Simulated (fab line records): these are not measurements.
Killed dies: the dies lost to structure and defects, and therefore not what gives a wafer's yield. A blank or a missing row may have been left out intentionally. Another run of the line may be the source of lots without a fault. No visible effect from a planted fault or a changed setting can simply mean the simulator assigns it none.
fab line records	flow n5Finfet
record: lots: 8	wafers: 24	lastDay: 19
route steps=1938 shown FIN_CUT@166 STI_FIN_REVEAL@190 BEOL_M4@1111 PASSIVATION@1936
lots that met no fault: taken from a fault-free run of the same line
startH: hours from the record's first day to the start of the lot's first wafer shown	waitH: hours from the lot's prior step to this one	" identical to the entry in the row above	L1.1+2: one row covering several wafers at once	- no value present, or no start provided	* or withheld: withheld	< > ~ a bound
route shown NAME@n: a module of which the file shows steps, and the number in the route of the first	usual: mean/standard deviation taken from wafers without a fault	same: alike in all rows	chamber/n: place in a boat	sites: each site's reading	_std_site: how widely they spread, as a standard deviation	_edge_site: the outer-site mean with the inner-site mean subtracted	radiusMm: for every site, how far away it sits from the centre of the wafer	mask NAME#n: copy n	behind: the tool/chamber that last shaped the wafer	hold: cause of the lot's hold/its duration in hours/its outcome	device: whichever transistor did not switch (one of n, p or np)	end of line: tests run on the same wafers once the route is complete	a step given without rows: its recipe and nothing more	killed: dies lost to structure and defects at the first sort, not the wafer's yield	map: a wafer's dies, marking killed ones x, the rest . and places with no die _
set.NAME: the setting as run; set.NAME@STEP: as run at that earlier step	model.NAME: the simulator's own value behind a step, which no gauge read
steps of the route over a sample of lots; a table a step, a row a wafer
services: a tool's chamber out of use, with start hour (startH, from the record's first day; less than 0 if before it), hours out, and reason
== steps ==
step: N5_FIN_CUT_DESCUM_13
recipe: chemistry: O2	timeS: 7	sourcePowerW: 50	biasPowerW: 20	pressureMtorr: 20	rfFrequencyHz: 2.712e+07	tempC: 40	resist: CAR-EUV	o2FlowSccm: 225
usual: biasPowerW: 20.00/0.055	drypumpMotorCurrentA: 5.5/0.51	oesProductAu: 0.77/0.08	rfVppV: 243.6/1.4	showerheadPlenumPTorr: 2.12/0.075	throttleValvePct: 20.43/0.22
lot.wafer	tool	chamber	startH	waitH	biasPowerW	drypumpMotorCurrentA	oesProductAu	rfHoursCounterH	rfVppV	showerheadPlenumPTorr	throttleValvePct
L802.2	rieDiel-02	3	33.03	0.0	19.96	5.9	0.79	98	243.6	2.11	20.06
L802.3	"	1	"	"	19.90	5.1	0.74	183	243.4	2.17	20.46
L802.5	"	0	"	"	20.00	4.7	0.71	-	243.2	2.17	20.64
L805.2	rieDiel-06	3	52.03	0.0	20.05	5.4	1.00	0	245.8	2.24	19.98
L805.5	"	1	"	"	19.96	5.1	0.73	-	243.0	2.00	20.70
L805.6	"	0	"	"	20.08	5.9	0.68	-	242.2	2.05	20.70
L811.3	rieDiel-02	3	89.95	0.3	19.98	5.9	0.77	114	243.2	2.10	20.10
L811.4	"	1	"	"	19.95	5.1	0.73	199	243.4	2.17	20.48
L811.5	"	0	"	"	20.10	4.6	0.70	-	243.8	2.16	20.68
L812.1	rieDiel-02	0	94.75	0.0	19.94	4.7	0.70	223	245.6	2.16	20.68
L812.2	"	2	"	"	20.05	5.7	0.76	142	245.4	2.19	20.30
L812.5	"	1	"	"	20.00	5.1	0.73	-	243.7	2.17	20.47
L813.1	rieDiel-02	1	101.92	0.0	19.98	5.1	0.72	204	245.0	2.17	20.48
L813.3	"	3	"	"	20.07	5.9	0.76	117	242.5	2.10	20.11
L813.4	"	0	"	"	20.00	4.7	0.69	225	243.9	2.16	20.69
L821.3	rieDiel-03	0	147.69	0.0	19.99	5.5	0.78	121	243.8	2.12	20.54
L821.4	"	2	"	"	20.06	6.3	0.71	215	244.7	2.16	20.68
L821.6	"	2	"	"	19.99	6.3	0.71	-	243.4	2.16	20.67
L822.2	rieDiel-06	2	153.73	0.0	19.95	6.2	0.79	112	240.9	1.94	20.36
L822.3	"	3	"	"	19.98	5.4	0.90	31	246.0	2.23	20.03
L822.5	"	2	"	"	20.07	6.2	0.80	-	240.4	1.94	20.35
L823.2	rieDiel-03	3	159.84	0.4	19.92	5.9	0.75	167	243.8	2.09	20.49
L823.3	"	2	"	"	20.03	6.3	0.71	219	244.6	2.16	20.69
L823.5	"	0	"	"	19.96	5.5	0.77	-	241.9	2.12	20.54
step: N5_FIN_CUT_CUT_ETCH_26
recipe: chemistry: CH3F/O2	target: SiNx	targetDepthA: 390	maskMaterial: SOC	timeS: 55.7	pressureMtorr: 30	sourceW: 395	biasW: 73	Ar_flow_sccm: 150	CH3F_flow_sccm: 30	O2_flow_sccm: 20	ionEnergyEv: 120
usual: drypumpMotorCurrentA: 5.5/0.51	oes_f_703_au: 0.77/0.075	oesProductAu: 0.77/0.08	rfVppV: 299.3/2	showerheadPlenumPTorr: 2.02/0.071	throttleValvePct: 16.35/0.21
lot.wafer	tool	chamber	startH	waitH	drypumpMotorCurrentA	oes_f_703_au	oesProductAu	rfHoursCounterH	rfVppV	showerheadPlenumPTorr	throttleValvePct
L802.2	rieDiel-02	3	33.47	0.0	5.9	0.79	0.79	98	295.8	2.02	16.04
L802.3	"	1	"	"	5.1	0.74	0.75	183	300.2	2.07	16.38
L802.5	"	0	"	"	4.7	0.70	0.71	-	300.4	2.07	16.58
L805.2	rieDiel-06	3	52.46	0.0	5.4	0.97	0.99	1	302.7	2.14	15.87
L805.5	"	1	"	"	5.1	0.72	0.72	-	299.2	1.90	16.60
L805.6	"	0	"	"	5.9	0.69	0.68	-	299.1	1.97	16.70
L811.3	rieDiel-02	3	90.39	0.0	5.9	0.77	0.77	114	294.7	2.01	16.07
L811.4	"	1	"	"	5.1	0.73	0.73	200	299.2	2.06	16.40
L811.5	"	0	"	"	4.7	0.69	0.69	-	300.4	2.07	16.63
L812.1	rieDiel-02	0	95.18	0.0	4.7	0.68	0.69	223	300.1	2.07	16.62
L812.2	"	2	"	"	5.6	0.75	0.76	142	301.3	2.08	16.16
L812.5	"	1	"	"	5.1	0.73	0.73	-	300.3	2.06	16.41
L813.1	rieDiel-02	1	102.36	0.0	5.1	0.73	0.73	204	300.4	2.06	16.41
L813.3	"	3	"	"	5.9	0.77	0.76	118	292.7	2.01	16.07
L813.4	"	0	"	"	4.7	0.68	0.68	226	299.0	2.06	16.64
L821.3	rieDiel-03	0	148.13	0.0	5.5	0.76	0.78	121	297.9	2.01	16.39
L821.4	"	2	"	"	6.3	0.72	0.72	216	301.8	2.06	16.58
L821.6	"	2	"	"	6.3	0.72	0.71	-	300.1	2.06	16.58
L822.2	rieDiel-06	2	154.16	0.0	6.2	0.79	0.79	112	298.3	1.85	16.26
L822.3	"	3	"	"	5.4	0.88	0.90	31	301.7	2.13	15.92
L822.5	"	2	"	"	6.2	0.79	0.80	-	297.6	1.85	16.24
L823.2	rieDiel-03	3	160.28	0.0	5.9	0.74	0.74	167	297.5	1.99	16.43
L823.3	"	2	"	"	6.4	0.71	0.71	219	302.1	2.06	16.59
L823.5	"	0	"	"	5.5	0.76	0.78	-	300.9	2.01	16.41
step: N5_STI_FIN_REVEAL_ETCHBACK_08
recipe: chemistry: C4F6/O2	target: SiO2	targetDepthA: 305	timeS: 10.167	ionEnergyEv: 250	pressureMtorr: 30	sourceW: 345	biasW: 185	Ar_flow_sccm: 300	C4F6_flow_sccm: 10	O2_flow_sccm: 10
usual: C4F6_flow_sccm: 9.99/0.03	O2_flow_sccm: 10.00/0.032	drypumpMotorCurrentA: 5.6/0.5	oes_f_703_au: 0.78/0.063	oesProductAu: 0.78/0.066	rfVppV: 665/7.3	showerheadPlenumPTorr: 2.86/0.093	throttleValvePct: 21.28/0.2
lot.wafer	tool	chamber	startH	waitH	C4F6_flow_sccm	O2_flow_sccm	drypumpMotorCurrentA	oes_f_703_au	oesProductAu	rfHoursCounterH	rfVppV	showerheadPlenumPTorr	throttleValvePct
L802.2	rieDiel-05	1	39.62	0.2	9.96	10.03	5.0	0.93	0.92	16	665	2.91	21.13
L802.3	"	0	"	"	9.95	9.95	5.0	0.74	0.74	171	677	2.95	21.47
L802.5	"	1	"	"	9.97	10.04	5.0	0.93	0.93	-	663	2.91	21.15
L805.2	rieDiel-05	1	59.06	0.3	9.95	10.01	5.0	0.91	0.92	22	665	2.91	21.16
L805.5	"	0	"	"	9.93	9.99	5.0	0.74	0.75	-	674	2.94	21.49
L805.6	"	1	"	"	9.97	10.00	5.0	0.92	0.92	-	663	2.91	21.14
L811.3	rieDiel-05	1	96.70	0.1	-	-	-	-	-	-	-	-	-
L811.4	"	3	"	"	-	-	-	-	-	-	-	-	-
L811.5	"	2	"	"	-	-	-	-	-	-	-	-	-
L812.1	rieDiel-04	2	101.79	0.2	-	-	-	-	-	-	-	-	-
L812.2	"	1	"	"	-	-	-	-	-	-	-	-	-
L812.5	"	0	"	"	-	-	-	-	-	-	-	-	-
L813.1	rieDiel-05	2	108.82	0.2	-	-	-	-	-	-	-	-	-
L813.3	"	1	"	"	-	-	-	-	-	-	-	-	-
L813.4	"	3	"	"	-	-	-	-	-	-	-	-	-
L821.3	rieDiel-05	0	155.39	0.1	9.96	9.97	5.0	0.71	0.72	210	675	2.93	21.53
L821.4	"	2	"	"	10.02	10.07	6.1	0.74	0.73	192	671	2.94	21.37
L821.6	"	0	"	"	9.98	9.95	4.9	0.71	0.72	-	676	2.93	21.55
L822.2	rieDiel-05	0	160.70	0.2	10.00	10.01	5.0	0.71	0.71	212	676	2.93	21.55
L822.3	"	2	"	"	10.04	9.98	6.1	0.74	0.73	194	670	2.94	21.38
L822.5	"	3	"	"	9.98	9.98	5.6	0.73	0.73	-	669	2.73	21.55
L823.2	rieDiel-05	2	166.49	0.2	10.03	9.97	6.1	0.73	0.72	197	671	2.93	21.40
L823.3	"	0	"	"	10.01	10.01	5.0	0.71	0.71	214	676	2.93	21.54
L823.5	"	3	"	"	10.01	10.02	5.6	0.73	0.72	-	670	2.73	21.57
step: N5_STI_FIN_REVEAL_OXIDATION_31
recipe: chemistry: O2_PLASMA_REMOTE	tempC: 150	timeS: 20	pressureMtorr: 1000	sourcePowerW: 2000	o2FlowSccm: 3000
usual: drypumpMotorCurrentA: 5.9/0.48	heaterPowerW: 132/8.3
lot.wafer	tool	chamber	startH	waitH	drypumpMotorCurrentA	heaterPowerW	rfHoursCounterH
L802.2	plasmaAsher-01	0	42.02	0.0	5.9	121	73
L802.3	"	0	"	"	5.9	122	-
L802.5	"	0	"	"	5.9	117	-
L805.2	plasmaAsher-01	0	61.47	0.0	5.9	121	77
L805.5	"	0	"	"	5.9	124	-
L805.6	"	1	"	"	6.4	128	-
L811.3	plasmaAsher-01	1	99.30	0.1	6.4	130	-
L811.4	"	0	"	"	5.9	121	-
L811.5	"	0	"	"	5.9	121	-
L812.1	plasmaAsher-01	0	104.20	0.0	5.9	118	87
L812.2	"	1	"	"	6.4	133	87
L812.5	"	1	"	"	6.4	135	-
L813.1	plasmaAsher-02	1	111.22	0.0	5.0	141	48
L813.3	"	0	"	"	6.1	141	-
L813.4	"	1	"	"	5.0	140	-
L821.3	plasmaAsher-02	1	157.82	0.1	5.0	140	-
L821.4	"	0	"	"	6.1	139	-
L821.6	"	1	"	"	5.0	141	-
L822.2	plasmaAsher-01	0	163.19	0.1	5.9	120	100
L822.3	"	0	"	"	5.9	120	-
L822.5	"	0	"	"	5.9	118	-
L823.2	plasmaAsher-02	0	168.89	0.0	6.1	139	59
L823.3	"	1	"	"	5.0	141	-
L823.5	"	0	"	"	6.1	138	-
step: N5_STI_FIN_REVEAL_FIN_H_MEAS_10
usual: trenchDepthNm: 52.0/0.5
lot.wafer	tool	chamber	startH	waitH	trenchDepthNm
L802.2	ocd-02	-	42.62	0.0	51.5
L802.3	"	-	"	"	52.1
L802.5	"	-	"	"	51.1
L805.2	ocd-01	-	62.02	0.0	52.1
L805.5	"	-	"	"	51.9
L805.6	"	-	"	"	51.8
L811.3	ocd-01	-	99.89	0.0	22.0
L811.4	"	-	"	"	21.4
L811.5	"	-	"	"	21.6
L812.1	ocd-02	-	104.75	0.0	21.3
L812.2	"	-	"	"	21.3
L812.5	"	-	"	"	21.7
L813.1	ocd-02	-	111.76	0.0	22.0
L813.3	"	-	"	"	21.7
L813.4	"	-	"	"	21.2
L821.3	ocd-01	-	158.36	0.0	52.2
L821.4	"	-	"	"	51.6
L821.6	"	-	"	"	52.0
L822.2	ocd-02	-	163.74	0.0	52.0
L822.3	"	-	"	"	51.8
L822.5	"	-	"	"	52.1
L823.2	ocd-01	-	169.44	0.0	52.0
L823.3	"	-	"	"	52.1
L823.5	"	-	"	"	52.1
step: N5_BEOL_M4_RC_MEAS_101
usual: DIBL_N: 36.0/1.4	DIBL_P: 36.1/1.4	IOFF_N: 0.153/0.02	IOFF_P: 0.211/0.026	ION_N: 673/8.7	ION_P: 463/6.7	SS_N: 71.5/0.5	SS_P: 73.3/0.54	VT_N: 250.1/2.4	VT_P: -250.2/2.9
lot.wafer	tool	chamber	startH	waitH	DIBL_N[mV/V]	DIBL_P[mV/V]	IOFF_N[nA/um]	IOFF_P[nA/um]	ION_N[uA/um]	ION_P[uA/um]	SS_N[mV/dec]	SS_P[mV/dec]	VT_N[mV]	VT_P[mV]
L802.2	prober-01	0	180.76	0.2	36.9	35.7	0.169	0.195	674	459	72.0	73.6	250.0	-252.6
L802.3	"	0	"	"	34.7	33.8	0.130	0.173	668	460	71.6	72.5	255.9	-253.0
L802.5	"	0	"	"	35.8	34.9	0.143	0.187	673	456	71.6	73.9	253.5	-253.9
L805.2	prober-02	0	202.42	0.2	34.5	35.0	0.131	0.171	666	456	71.5	72.7	252.6	-254.4
L805.5	"	0	"	"	35.4	36.9	0.152	0.188	674	463	70.7	74.0	249.2	-253.0
L805.6	"	0	"	"	37.4	38.7	0.186	0.217	685	463	71.4	73.5	247.3	-250.4
L821.3	prober-01	0	299.77	0.3	36.4	37.7	0.149	0.211	674	466	71.7	73.7	251.9	-251.6
L821.4	"	0	"	"	35.9	36.6	0.147	0.201	670	463	72.0	72.8	250.3	-251.4
L821.6	"	0	"	"	36.6	37.7	0.155	0.210	676	465	71.9	73.6	248.7	-251.9
L823.2	prober-01	0	307.19	0.2	35.5	34.3	0.139	0.185	659	456	71.2	72.3	250.1	-250.4
L823.3	"	0	"	"	35.1	34.3	0.139	0.189	669	459	71.4	72.9	253.1	-250.0
L823.5	"	0	"	"	36.6	35.9	0.153	0.216	662	462	71.1	72.4	252.1	-251.4
L822.2	prober-02	0	347.19	0.2	34.5	36.3	0.150	0.208	664	459	70.8	73.9	246.7	-250.5
L822.3	"	0	"	"	33.6	33.6	0.121	0.162	659	449	70.5	73.1	250.9	-253.8
L822.5	"	0	"	"	34.5	35.7	0.142	0.187	665	454	70.2	72.9	249.3	-254.0
step: N5_PASSIVATION_PROBE_49
usual: defectLimitedYield: 91.2/1.4	killed_at_M0_to_M3: 34/9.7	killed_at_M4_up: 14/5.2	killedAtContacts: 13/6.7	killedAtFrontEnd: 39/11	killedAtOther: 3.6/2.6	killedDies: 104/17	killedOnRim: 13/3.8	killedOpen: 69/12	killedShort: 34/8.2	sort_bin_5_function: 5.3/0.89	sort_bin_6_memory: 3.2/0.69	sortNPass: 1076/17	sortYieldPct: 91.2/1.4
same: grossDies: 1180	killedAtBackSide: 0	sort_bin_4_leakage[%]: 0	sort_bin_8_speed[%]: 0
lot.wafer	tool	chamber	startH	waitH	defectLimitedYield[%]	killed_at_M0_to_M3	killed_at_M4_up	killedAtContacts	killedAtFrontEnd	killedAtOther	killedDies	killedOnRim	killedOpen	killedShort	sort_bin_5_function[%]	sort_bin_6_memory[%]	sortNPass	sortYieldPct[%]
L805.2	prober-01	-	317.76	0.1	91.4	38	9	10	43	2	102	14	63	39	5.5	2.7	1078	91.4
L805.5	prober-01	-	317.91	0.2	92.3	33	8	12	34	4	91	12	50	39	4.4	2.6	1089	92.3
L805.6	prober-01	-	317.96	0.3	91.1	41	11	18	31	4	105	17	68	37	4.8	3.8	1075	91.1
L812.1	prober-02	-	361.38	0.0	0	32	13	13	1118	4	1180	152	85	36	94.7	4.8	0	0
L812.2	prober-02	-	361.43	0.1	0	35	17	6	1116	6	1180	152	68	44	96.6	3.1	0	0
L812.5	prober-02	-	361.58	0.2	0	23	12	7	1131	7	1180	152	66	28	97.0	2.7	0	0
L811.3	prober-02	-	376.19	0.1	0	46	19	13	1099	3	1180	152	74	28	96.4	3.3	0	0
L811.4	prober-02	-	376.24	0.2	0	33	16	24	1097	10	1180	152	72	34	96.6	3.1	0	0
L811.5	prober-02	-	376.29	0.2	0	47	16	19	1094	4	1180	152	93	32	95.2	4.6	0	0
L813.1	prober-01	-	386.43	0.0	0	26	16	24	1111	3	1180	152	82	38	95.8	4.1	0	0
L813.3	prober-01	-	386.53	0.1	0	40	24	13	1102	1	1180	152	77	40	95.3	4.4	0	0
L813.4	prober-01	-	386.58	0.2	0	49	35	16	1080	0	1180	152	97	39	95.8	3.9	0	0
L821.3	prober-02	-	414.19	0.1	89.2	43	9	14	60	1	127	22	90	33	6.9	3.1	1053	89.2
L821.4	prober-02	-	414.24	0.2	91.1	40	12	18	34	1	105	14	75	28	5.4	3.2	1075	91.1
L821.6	prober-02	-	414.34	0.3	92.3	30	11	8	41	1	91	10	63	28	4.2	3.4	1089	92.3
killed by level:class
L805.2 BEOL_M0_SAQP:geometricParticle:short=11 STI_FIN_REVEAL:geometricParticle:open=10 MOL_CONTACT_COAG:geometricParticle:open=10 BEOL_M0_SAQP:geometricParticle:open=8 GATE_CUT:geometricParticle:short=8 BEOL_M1:geometricParticle:open=8 FIN_SAQP:geometricParticle:open=7 FIN_SAQP:geometricParticle:short=5
L805.5 FIN_SAQP:geometricParticle:short=12 MOL_CONTACT_COAG:geometricParticle:open=11 FIN_SAQP:geometricParticle:open=7 BEOL_M0_SAQP:geometricParticle:short=6 BEOL_M0_SAQP:geometricParticle:open=6 BEOL_M1:geometricParticle:open=6 STI_FIN_REVEAL:geometricParticle:open=4 GATE_CUT:geometricParticle:short=4
L805.6 MOL_CONTACT_COAG:geometricParticle:open=12 BEOL_M1:geometricParticle:open=11 FIN_SAQP:geometricParticle:short=9 BEOL_M0_SAQP:geometricParticle:open=9 FIN_SAQP:geometricParticle:open=7 BEOL_M0_SAQP:geometricParticle:short=7 BEOL_M2:geometricParticle:open=7 MOL_CONTACT_COAG:geometricParticle:short=6
L812.1 STI_FIN_REVEAL:areaEtchback=1058 FIN_SAQP:geometricParticle:open=17 STI_FIN_REVEAL:geometricParticle:open=17 MOL_CONTACT_COAG:geometricParticle:open=11 FIN_SAQP:geometricParticle:short=8 GATE_CUT:geometricParticle:short=7 BEOL_M0_SAQP:geometricParticle:short=7 BEOL_M2:geometricParticle:open=7
L812.2 STI_FIN_REVEAL:areaEtchback=1067 FIN_SAQP:geometricParticle:short=15 BEOL_M0_SAQP:geometricParticle:open=9 BEOL_M2:geometricParticle:open=9 STI_FIN_REVEAL:geometricParticle:open=7 GATE_CUT:geometricParticle:short=6 BEOL_M1:geometricParticle:open=6 BEOL_M4:geometricParticle:open=5
L812.5 STI_FIN_REVEAL:areaEtchback=1086 STI_FIN_REVEAL:geometricParticle:open=13 FIN_SAQP:geometricParticle:open=8 BEOL_M3:geometricParticle:open=6 MOL_CONTACT_COAG:geometricParticle:open=6 DUMMY_GATE:geometricParticle:open=5 FIN_SAQP:geometricParticle:short=4 ILD0:geometricParticle:short=4
L811.3 STI_FIN_REVEAL:areaEtchback=1078 BEOL_M1:geometricParticle:open=15 BEOL_M0_SAQP:geometricParticle:short=11 MOL_CONTACT_COAG:geometricParticle:open=9 BEOL_M4:geometricParticle:open=9 BEOL_M0_SAQP:geometricParticle:open=5 BEOL_M2:geometricParticle:open=5 DUMMY_GATE:geometricParticle:open=4
L811.4 STI_FIN_REVEAL:areaEtchback=1073 MOL_CONTACT_COAG:geometricParticle:open=16 BEOL_M0_SAQP:geometricParticle:open=9 MOL_CONTACT_COAG:geometricParticle:short=8 BEOL_M4:geometricParticle:open=8 BEOL_M1:geometricParticle:short=6 BEOL_M1:geometricParticle:open=5 FIN_SAQP:geometricParticle:open=4
L811.5 STI_FIN_REVEAL:areaEtchback=1054 MOL_CONTACT_COAG:geometricParticle:open=15 BEOL_M1:geometricParticle:open=11 FIN_SAQP:geometricParticle:open=10 BEOL_M0_SAQP:geometricParticle:open=10 FIN_SAQP:geometricParticle:short=8 BEOL_M2:geometricParticle:open=7 BEOL_M5:geometricParticle:open=6
L813.1 STI_FIN_REVEAL:areaEtchback=1060 MOL_CONTACT_COAG:geometricParticle:open=19 FIN_SAQP:geometricParticle:open=12 BEOL_M4:geometricParticle:open=8 FIN_SAQP:geometricParticle:short=7 BEOL_M2:geometricParticle:open=7 DUMMY_GATE:geometricParticle:open=6 MOL_CONTACT_COAG:geometricParticle:short=5
L813.3 STI_FIN_REVEAL:areaEtchback=1063 BEOL_M4:geometricParticle:open=17 BEOL_M0_SAQP:geometricParticle:open=13 FIN_SAQP:geometricParticle:short=9 BEOL_M0_SAQP:geometricParticle:short=9 MOL_CONTACT_COAG:geometricParticle:open=8 BEOL_M2:geometricParticle:open=8 STI_FIN_REVEAL:geometricParticle:open=7
L813.4 STI_FIN_REVEAL:areaEtchback=1044 BEOL_M4:geometricParticle:open=24 FIN_SAQP:geometricParticle:open=13 BEOL_M0_SAQP:geometricParticle:short=13 BEOL_M1:geometricParticle:open=13 BEOL_M0_SAQP:geometricParticle:open=11 MOL_CONTACT_COAG:geometricParticle:open=10 MOL_CONTACT_COAG:geometricParticle:short=6
L821.3 STI_FIN_REVEAL:geometricParticle:open=21 BEOL_M2:geometricParticle:open=16 MOL_CONTACT_COAG:geometricParticle:open=9 FIN_SAQP:geometricParticle:open=8 BEOL_M1:geometricParticle:open=8 BEOL_M1:geometricParticle:short=7 BEOL_M4:geometricParticle:open=6 FIN_SAQP:geometricParticle:short=5
L821.4 MOL_CONTACT_COAG:geometricParticle:open=15 BEOL_M2:geometricParticle:open=11 BEOL_M0_SAQP:geometricParticle:open=10 BEOL_M0_SAQP:geometricParticle:short=8 STI_FIN_REVEAL:geometricParticle:open=6 BEOL_M3:geometricParticle:open=6 DUMMY_GATE:geometricParticle:open=5 FIN_SAQP:geometricParticle:open=4
L821.6 STI_FIN_REVEAL:geometricParticle:open=19 MOL_CONTACT_COAG:geometricParticle:open=6 BEOL_M0_SAQP:geometricParticle:short=6 BEOL_M3:geometricParticle:open=6 GATE_CUT:geometricParticle:short=5 DUMMY_GATE:geometricParticle:open=4 BEOL_M0_SAQP:geometricParticle:open=4 BEOL_M2:geometricParticle:open=4
== services ==
tool	chamber	startH	hours	kind
plasmaAsher-01	-	11.77	14.2	repair
rieDiel-03	1	15.32	10.0	repair
rieDiel-06	3	29.28	-	clean
rieDiel-06	3	29.28	-	consumableReplace:focusRing
rieDiel-06	3	29.28	-	consumableReplace:showerhead
rieDiel-06	3	29.28	20.4	scheduledDown
rieDiel-06	3	29.28	20.4	ventCycle
rieDiel-05	0	32.29	3.4	repair
rieDiel-03	0	33.72	4.2	repair
rieDiel-06	1	40.80	2.8	repair
rieDiel-06	0	60.37	12.3	repair
plasmaAsher-02	-	71.53	2.9	repair
rieDiel-06	0	72.68	-	clean
rieDiel-06	0	72.68	-	consumableReplace:focusRing
rieDiel-06	0	72.68	19.8	scheduledDown
rieDiel-06	0	72.68	19.8	ventCycle
rieDiel-06	1	87.89	3.7	repair
rieDiel-03	1	98.65	2.6	repair
rieDiel-04	1	104.65	18.0	repair
rieDiel-03	1	111.75	7.1	repair
rieDiel-03	0	112.81	4.5	repair
== key ==
firstSign: step: N5_STI_FIN_REVEAL_ETCHBACK_08	reading: toolRecord	direction: missing
effect: step: N5_STI_FIN_REVEAL_FIN_H_MEAS_10	reading: trenchDepthNm	direction: down	sigmas: 61	usual: 52.0	struck: 21.6
effect: step: N5_PASSIVATION_PROBE_49	reading: sort_bin_5_function	direction: up	sigmas: 99+	usual: 5.3	struck: 96.0
moreKillsBornAt: N5_STI_FIN_REVEAL_ETCHBACK_08@rieDiel-05: 6372	N5_STI_FIN_REVEAL_ETCHBACK_08@rieDiel-04: 3211
metAt N5_STI_FIN_REVEAL_ETCHBACK_08
struckLots L811,L812,L813
laterRowsLeftOut L811.3,L811.4,L811.5,L812.1,L812.2,L812.5,L813.1,L813.3,L813.4
notActingAt N5_FIN_CUT_DESCUM_13,N5_FIN_CUT_CUT_ETCH_26,N5_STI_FIN_REVEAL_OXIDATION_31
onsetBetween 59.06 96.70
fault: kind: skippedStepWhole	tool: rieDiel-04,rieDiel-05	chamber: -	onsetH: 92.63	steps: N5_STI_FIN_REVEAL_ETCHBACK_08	scope: struckLotsOnly
laterRowsLeftOut: the simulator's readings of these wafers behind a module that went badly wrong aren't trusted and aren't shown, but for the sort
